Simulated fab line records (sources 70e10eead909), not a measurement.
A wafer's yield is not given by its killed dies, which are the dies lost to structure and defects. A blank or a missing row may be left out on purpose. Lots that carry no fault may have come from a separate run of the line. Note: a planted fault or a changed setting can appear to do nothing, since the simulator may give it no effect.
2 desks looking at one fault -- flow nand-harc -- what lay behind the numbers comes last; until then each desk has only its own

## DESK OF THE TOOL OWNER: cvd-w-02
The tool's own readings at NHARC_A_WL_FILL_CVD_03 (deposits W, target thk 40 nm, time 279 s): means of the sampled wafers that have a number, for each lot that ran on this tool. The brackets show how far a lot's mean lies from the usual mean; more than 4 standard deviations puts the lot out of limits, marked OUT.
Columns: A = heater-power-w at NHARC_A_WL_FILL_CVD_03, usual 429 W; B = throttle-valve-pct at NHARC_A_WL_FILL_CVD_03, usual 7.84 %
lot,first seen here,A,B
L618,day 20 10:27,416,7.62
L620,day 21 17:43,439,7.82
L621,day 21 18:02,399,7.79
L630,day 25 15:13,417,7.62
L631,day 26 05:25,417,7.74
L638,day 29 11:59,428,7.89
This desk found nothing out of limits on any of the 6 lots.

## METROLOGY DESK
What the gauges read for every lot (on any tool): the sampled wafers with a number, averaged. The brackets show how far a lot's mean lies from the usual mean; more than 4 standard deviations puts the lot out of limits, marked OUT.
Columns: A = overlay-x-nm at NHARC_HYBRID_BOND_OVL_MEAS_05, usual 4 nm; B = overlay-y-nm at NHARC_HYBRID_BOND_OVL_MEAS_05, usual 1 nm
lot,first seen here,A,B
L618,day 23 13:49,-14,-28
L617,day 24 02:35,-12,-19
L621,day 24 17:52,44,2
L620,day 24 17:53,24,10
L630,day 28 21:50,9,-28
L632,day 29 10:44,-2,-9
L631,day 29 10:45,-28,55
L634,day 30 23:49,-1,12
L633,day 30 23:50,-17,25
L637,day 31 23:55,11,2
L638,day 32 17:16,19,14
L640,day 33 11:35,1,15
This desk found nothing out of limits on any of the 12 lots.

## BROUGHT TOGETHER
The tool owner's desk saw nothing out of limits.
At the metrology desk, nothing out of limits was observed.

## WHAT WAS PUT IN BY THE SIMULATOR
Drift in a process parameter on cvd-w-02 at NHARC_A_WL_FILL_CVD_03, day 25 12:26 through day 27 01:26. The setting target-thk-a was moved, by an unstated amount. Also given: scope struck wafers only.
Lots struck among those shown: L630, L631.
